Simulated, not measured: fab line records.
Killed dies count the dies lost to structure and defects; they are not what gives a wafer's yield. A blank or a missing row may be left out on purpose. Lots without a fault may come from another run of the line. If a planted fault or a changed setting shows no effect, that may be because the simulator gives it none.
fab line records	flow nandHarc
record: lots: 12	wafers: 34	lastDay: 33
route steps=1302 shown P_CONTACT@240 P_M0@270 END@1302
lots that met no fault: from a run of the same line without faults
startH: the number of hours between the record's first day and the start of the first shown wafer of the lot	waitH: how many hours have passed since the lot's step before this one	" repeats the value in the row above	L1.1+2: a single row standing in for several wafers	- either no value or no given start	* or withheld: withheld	< > ~ a bound
route shown NAME@n: names a module that has steps shown in the file, with the first one's number in the route	usual: average and standard deviation across the fault-free wafers	same: alike in all rows	chamber/n: place in a boat	sites: readings site by site	_std_site: the values' standard deviation	_edge_site: inner sites' mean taken away from outer sites' mean	radiusMm: for every site, how far away it sits from the centre of the wafer	mask NAME#n: copy n	behind: the last tool/chamber to shape the wafer	hold: why the lot was held/for how many hours/how that ended	device: the transistor (n, p or np) that didn't switch	end of line: the tests these same wafers got at the end of their route	a step with no rows: only its recipe	killed: dies lost to structure and defects at the first sort, not the wafer's yield	map: shows each die of a wafer: x if killed, . if not, _ if none is there
set.NAME: the setting as run; set.NAME@STEP: as run at that earlier step	model.NAME: the simulator's own value behind a step, which no gauge read
one table for each step of the route and one row for each wafer, over a sample of lots
services: when a tool's chamber went out of use (startH, in hours from the record's first day, below 0 if earlier), for how many hours, and the reason
== steps ==
step: NHARC_P_CONTACT_ETCH_31
recipe: targetDepthA: 300	timeS: 85.7	ionEnergyEv: 120	overEtchFrac: 1	ch3fFlowSccm: 50	o2FlowSccm: 30	arFlowSccm: 200	rfW: 500	biasW: 100	chemistry: CH3F/O2
usual: drypumpMotorCurrentA: 5.3/0.43	oesProductAu: 0.981/0.011	rfVppV: 243.8/1.5	showerheadPlenumPTorr: 2.41/0.096	throttleValvePct: 20.662/0.0092
same: overEtchFrac: 1
lot.wafer	tool	chamber	startH	waitH	drypumpMotorCurrentA	oesProductAu	rfHoursCounterH	rfVppV	showerheadPlenumPTorr	throttleValvePct
L678.2	rieDiel-06	3	-	-	4.8	0.993	8.4	244.3	2.40	20.661
L678.3	"	0	"	"	5.4	0.979	10.1	243.1	2.38	20.671
L678.6	"	3	"	"	4.8	0.993	-	244.2	2.40	20.690
L679.1	rieDiel-07	1	-	-	4.9	0.968	0.3	243.3	2.30	20.663
L679.3	"	2	"	"	6.1	0.974	0.2	244.6	2.53	20.667
L679.6	"	1	"	"	4.9	0.983	-	242.9	2.30	20.659
L681.3	rieDiel-11	2	-	-	5.6	0.984	1.9	241.9	2.30	20.665
L681.1	"	3	"	"	5.9	0.975	1.6	243.3	2.38	20.661
L681.5	"	0	"	"	5.2	0.997	-	245.6	2.45	20.666
L685.6	rieDiel-11	1	-	-	5.3	0.990	-	241.9	2.32	20.665
L688.4	rieDiel-11	2	-	-	5.6	0.975	4.2	242.9	2.30	20.661
L688.2	"	3	"	"	5.9	0.984	4.3	244.8	2.38	20.668
L688.5	"	2	"	"	5.6	0.971	-	241.4	2.30	20.652
L694.1	rieDiel-07	0	-	-	4.8	0.970	4.1	243.6	2.39	20.659
L694.2	"	1	"	"	4.9	0.981	4.8	241.4	2.30	20.662
L694.6	"	0	"	"	4.8	0.957	-	244.0	2.39	20.660
L695.2	rieDiel-07	3	-	-	5.1	0.976	4.5	245.3	2.56	20.663
L695.4	"	0	"	"	4.8	0.993	4.5	243.0	2.39	20.672
L695.5	"	3	"	"	5.0	0.974	-	246.7	2.56	20.671
L696.2	rieDiel-11	0	-	-	5.2	0.998	1.0	244.3	2.45	20.651
L696.5	"	2	"	"	5.6	0.981	-	243.6	2.30	20.665
L696.6	"	3	"	"	5.9	0.988	-	242.5	2.38	20.673
L697.1	rieDiel-07	3	-	-	5.1	0.995	0.6	245.4	2.56	20.647
L697.6	"	0	"	"	4.8	0.974	-	242.9	2.39	20.664
L697.5	"	1	"	"	4.9	0.975	-	241.4	2.30	20.655
L698.1	rieDiel-07	0	-	-	4.8	0.978	1.0	243.5	2.38	20.681
L698.3	"	3	"	"	5.1	0.979	0.9	245.9	2.56	20.664
L698.6	"	0	"	"	4.8	0.977	-	243.1	2.39	20.653
L699.2	rieDiel-11	0	-	-	5.2	0.993	1.7	245.8	2.45	20.676
L699.1	"	1	"	"	5.3	0.989	1.6	242.2	2.32	20.657
L699.3	"	3	"	"	5.9	0.977	1.7	243.2	2.38	20.661
L700.1	rieDiel-07	2	-	-	6.1	0.974	1.5	244.9	2.52	20.658
L700.2	"	3	"	"	5.1	0.977	1.5	245.8	2.56	20.669
L700.6	"	0	"	"	4.8	0.973	-	243.3	2.38	20.658
step: NHARC_P_CONTACT_CMP_24
recipe: tOverpolishS: 30	targetThkNm: 200
usual: motorCurrentA: 12.2/1.2	overpolishRunS: 30.000/0.0083	padLifeWafers: 197/110	timeToEndpointS: 40/3.2
lot.wafer	tool	chamber	startH	waitH	motorCurrentA	overpolishRunS	padLifeWafers	timeToEndpointS
L678.3	cmp-01	0	124.74	0.3	13.7	30.011	103	38
L678.2	"	1	"	"	13.3	30.009	104	38
L678.6	"	3	"	"	11.4	30.002	-	37
L679.1	cmp-01	2	131.48	0.6	13.8	30.000	156	34
L679.3	"	0	"	"	13.2	30.001	158	40
L679.6	"	3	"	"	11.2	29.999	-	37
L681.3	cmp-03	1	154.73	0.4	14.6	30.014	379	40
L681.1	"	2	"	"	10.3	30.008	380	40
L681.5	"	0	"	"	11.6	30.014	-	44
L685.6	cmp-02	2	185.70	0.3	12.8	30.008	-	40
L688.4	cmp-03	2	217.92	0.3	10.8	30.001	222	38
L688.2	"	0	"	"	11.9	29.979	224	44
L688.5	"	3	"	"	12.2	30.010	-	39
L694.2	cmp-03	2	288.51	0.6	9.9	29.991	98	39
L694.1	"	3	"	"	12.3	30.005	99	39
L694.6	"	0	"	"	12.2	30.002	-	43
L695.2	cmp-01	0	292.87	0.5	13.0	29.993	18	39
L695.4	"	3	"	"	11.0	30.008	21	40
L695.5	"	0	"	"	13.7	30.006	-	40
L696.2	cmp-02	0	310.49	0.5	10.3	29.999	312	42
L696.6	"	0	"	"	10.9	29.999	-	43
L696.5	"	1	"	"	12.4	30.001	-	39
L697.1	cmp-02	1	315.75	0.6	13.2	29.997	331	40
L697.5	"	0	"	"	10.5	29.997	-	44
L697.6	"	1	"	"	12.5	29.995	-	42
L698.3	cmp-01	1	324.98	0.3	12.8	29.997	156	40
L698.1	"	3	"	"	11.0	29.989	158	34
L698.6	"	1	"	"	12.9	29.992	-	37
L699.2	cmp-01	0	334.09	0.5	13.8	30.011	187	34
L699.1	"	1	"	"	12.9	29.998	188	35
L699.3	"	2	"	"	13.3	29.998	189	30
L700.2	cmp-03	0	334.56	0.5	11.8	30.000	276	41
L700.1	"	2	"	"	10.9	30.002	278	38
L700.6	"	1	"	"	14.3	30.006	-	40
step: NHARC_P_M0_STRIP_18
recipe: powerW: 1000	n2FlowSccm: 150	h2FlowSccm: 150	arFlowSccm: 0	biasW: 0	chemistry: N2/H2
usual: drypumpMotorCurrentA: 5.9/0.59	oesProductAu: 0.996/0.009	rfVppV: 90.4/0.95	showerheadPlenumPTorr: 2.01/0.079	throttleValvePct: 14.171/0.01
lot.wafer	tool	chamber	startH	waitH	drypumpMotorCurrentA	oesProductAu	rfHoursCounterH	rfVppV	showerheadPlenumPTorr	throttleValvePct
L678.3	rieDiel-04	2	126.57	0.1	6.4	0.995	23	90.9	2.04	14.170
L678.2	"	0	"	"	4.8	0.993	21	90.2	1.98	14.170
L678.6	"	2	"	"	6.4	0.986	-	89.0	2.04	14.175
L679.1	rieDiel-05	1	133.51	0.1	6.1	1.016	27	89.9	1.94	14.184
L679.3	"	2	"	"	5.4	1.003	25	90.5	2.06	14.179
L679.6	"	0	"	"	5.7	1.004	-	89.9	2.05	14.168
L681.1	rieDiel-05	0	156.57	0.2	5.7	1.001	33	89.8	2.05	14.167
L681.3	"	1	"	"	6.1	1.001	34	90.3	1.93	14.142
L681.5	"	3	"	"	5.7	1.003	-	90.9	2.13	14.170
L685.6	rieDiel-04	2	187.60	0.2	6.4	0.998	-	88.6	2.04	14.173
L688.4	rieDiel-04	1	219.73	0.1	6.5	1.000	7	89.8	1.88	14.159
L688.2	"	3	"	"	6.5	0.987	8	90.1	2.01	14.179
L688.5	"	0	"	"	4.8	0.993	-	90.0	1.97	14.187
L694.2	rieDiel-04	1	290.37	0.1	6.5	0.984	19	89.1	1.88	14.156
L694.1	"	2	"	"	6.4	0.990	19	90.1	2.03	14.165
L694.6	"	1	"	"	6.5	0.977	-	92.4	1.88	14.174
L695.4	rieDiel-03	1	294.61	0.1	5.7	1.003	0	92.3	2.09	14.166
L695.2	"	3	"	"	5.9	0.994	0	90.1	1.89	14.171
L695.5	"	2	"	"	4.9	1.012	-	91.9	2.06	14.182
L696.2	rieDiel-03	1	312.35	0.1	5.7	0.996	5	90.6	2.08	14.168
L696.5	"	1	"	"	5.7	1.003	-	90.2	2.08	14.162
L696.6	"	2	"	"	5.0	1.007	-	90.7	2.06	14.173
L697.1	rieDiel-04	0	317.54	0.1	4.8	0.979	24	90.6	1.97	14.177
L697.6	"	1	"	"	6.4	0.982	-	90.6	1.88	14.181
L697.5	"	2	"	"	6.4	1.000	-	90.6	2.03	14.164
L698.1	rieDiel-05	0	326.74	0.1	5.7	0.993	28	90.6	2.03	14.174
L698.3	"	1	"	"	6.1	0.994	31	90.8	1.91	14.161
L698.6	"	0	"	"	5.7	0.996	-	90.3	2.03	14.180
L699.1	rieDiel-05	1	336.11	0.1	6.1	0.983	34	90.8	1.91	14.179
L699.3	"	2	"	"	5.4	0.980	33	91.5	2.04	14.162
L699.2	"	3	"	"	5.8	0.970	30	89.7	2.11	14.168
L700.2	rieDiel-05	0	336.58	0.1	5.7	0.997	31	91.8	2.03	14.173
L700.1	"	2	"	"	5.4	0.997	33	91.4	2.04	14.186
L700.6	"	3	"	"	5.7	0.986	-	89.3	2.11	14.178
step: NHARC_P_M0_PVD_20
recipe: targetThkA: 50	biasV: 168.6	powerW: 15000	chamberPressurePa: 0.12	timeS: 8.06	substrateTempC: 50	material: TaN
usual: throttleValvePct: 29.9/0.89	timeS: 8.06/0
lot.wafer	tool	chamber	startH	waitH	throttleValvePct	timeS
L678.2	pvdSputter-02	-	127.24	-	29.8	8.06
L678.3	"	-	"	"	29.1	8.06
L678.6	"	-	"	"	30.2	8.06
L679.1	pvdSputter-03	-	134.16	-	30.3	8.06
L679.3	"	-	"	"	29.6	8.06
L679.6	"	-	"	"	30.5	8.06
L681.3	pvdSputter-03	-	157.22	-	29.4	8.06
L681.1	"	-	"	"	28.1	8.06
L681.5	"	-	"	"	29.2	8.06
L685.6	pvdSputter-03	-	188.19	-	29.0	8.06
L688.2	pvdSputter-03	-	220.38	-	29.9	2.5662
L688.4	"	-	"	"	28.2	8.06
L688.5	"	-	"	"	29.9	2.5662
L694.2	pvdSputter-01	-	291.03	-	29.6	8.06
L694.1	"	-	"	"	30.1	8.06
L694.6	"	-	"	"	30.0	8.06
L695.2	pvdSputter-03	-	295.27	-	29.0	8.06
L695.4	"	-	"	"	28.6	8.06
L695.5	"	-	"	"	30.0	8.06
L696.2	pvdSputter-02	-	313.02	-	29.0	8.06
L696.6	"	-	"	"	29.7	8.06
L696.5	"	-	"	"	29.1	8.06
L697.1	pvdSputter-01	-	318.12	-	31.5	8.06
L697.6	"	-	"	"	31.3	8.06
L697.5	"	-	"	"	29.6	8.06
L698.3	pvdSputter-01	-	327.40	-	31.5	8.06
L698.1	"	-	"	"	30.0	8.06
L698.6	"	-	"	"	31.6	8.06
L699.3	pvdSputter-03	-	336.77	-	29.7	8.06
L699.1	"	-	"	"	28.2	8.06
L699.2	"	-	"	"	29.1	8.06
L700.2	pvdSputter-02	-	337.21	-	31.2	8.06
L700.1	"	-	"	"	29.4	8.06
L700.6	"	-	"	"	29.6	8.06
step: NHARC_END_SORT_01
recipe: tempC: 25
usual: defectLimitedYield: 89.8/2.9	killedAtArray: 65/19	killedAtOther: 0.9/1.1	killedAtPeriphery: 3.5/2.3	killedDies: 69/19	killedOpen: 3.2/1.8	killedShort: 2.4/1.5
same: grossDies: 677
lot.wafer	tool	chamber	startH	waitH	defectLimitedYield[%]	killedAtArray	killedAtOther	killedAtPeriphery	killedDies	killedOpen	killedShort
L688.2	prober-02	0	684.67	2.8	0.3	84	0	591	675	4	2
L688.4	prober-02	0	686.26	3.4	86.0	91	0	4	95	7	4
L688.5	prober-02	0	687.05	3.7	1.2	87	2	580	669	7	0
killed by level:class
L688.2 P_M0:areaPvd=588 A_CHANNEL_HOLE_D1:chamberFilmFlake=34 A_SLIT:chamberFilmFlake=31 A_STAIRCASE:chamberFilmFlake=7 A_CHANNEL_FILL_D1:chamberFilmFlake=2 A_WL_FILL:chamberFilmFlake=2 P_CONTACT:geometricParticle:short=1 A_ONON_D2:geometricParticle:open=1
L688.4 A_CHANNEL_HOLE_D1:chamberFilmFlake=36 A_SLIT:chamberFilmFlake=34 A_STAIRCASE:chamberFilmFlake=7 A_SGD_CUT:chamberFilmFlake=3 A_DECK1_JOINT:geometricParticle:short=2 A_ONON_D2:geometricParticle:open=2 A_CHANNEL_FILL_D2:geometricParticle:open=2 P_STI:chamberFilmFlake=2
L688.5 P_M0:areaPvd=577 A_SLIT:chamberFilmFlake=34 A_CHANNEL_HOLE_D1:chamberFilmFlake=30 A_SGD_CUT:chamberFilmFlake=6 A_STAIRCASE:chamberFilmFlake=4 A_CONTACT:chamberFilmFlake=3 A_CHANNEL_HOLE_D2:chamberFilmFlake=2 A_WL_FILL:chamberFilmFlake=2
== services ==
tool	chamber	startH	hours	kind
cmp-01	-	105.70	1.6	repair
rieDiel-07	-	117.20	9.0	pm
pvdSputter-03	-	135.98	6.1	repair
rieDiel-11	2	153.25	13.2	repair
rieDiel-07	3	166.02	8.9	repair
pvdSputter-03	-	170.26	10.0	pm
cmp-01	-	174.48	9.3	repair
rieDiel-04	-	177.90	9.0	pm
rieDiel-05	2	179.32	6.6	repair
rieDiel-05	-	180.99	0.5	repair
cmp-01	-	185.63	4.0	pm
rieDiel-07	1	187.59	3.4	repair
rieDiel-07	-	191.11	0.8	repair
rieDiel-11	0	195.42	13.3	repair
pvdSputter-03	-	204.12	4.1	repair
rieDiel-07	3	225.28	14.1	repair
rieDiel-05	-	230.04	9.0	pm
rieDiel-11	-	255.50	9.0	pm
cmp-01	-	273.13	1.0	repair
rieDiel-07	0	274.78	9.3	repair
cmp-01	-	283.63	4.0	pm
rieDiel-11	2	283.73	10.9	repair
rieDiel-07	-	294.20	9.0	pm
rieDiel-07	1	330.35	17.6	repair
== key ==
firstSign: step: NHARC_P_M0_PVD_20	reading: timeS	direction: down	sigmas: 99+	usual: *	struck: *
effect: step: NHARC_END_SORT_01	reading: killedAtPeriphery	direction: up	sigmas: 99+	usual: 3.5	struck: 585.5
moreKillsBornAt: NHARC_P_M0_PVD_20@pvdSputter-03: 1165
metAt NHARC_P_M0_PVD_20
struckLots L688
struckWafers L688.2,L688.5
laterRowsLeftOut L688.2,L688.5
notActingAt NHARC_P_CONTACT_ETCH_31,NHARC_P_CONTACT_CMP_24,NHARC_P_M0_STRIP_18
onsetBetween 157.22 220.38
fault: kind: processParameterDrift	tool: pvdSputter-03	chamber: -	onsetH: 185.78	steps: NHARC_P_M0_PVD_20	channel: timeS	offset: *	shape: step	endH: 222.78	scope: struckWafersOnly	actsIn: *	stated: *
laterRowsLeftOut: the simulator's readings of these wafers behind a module that went badly wrong aren't trusted and aren't shown, but for the sort
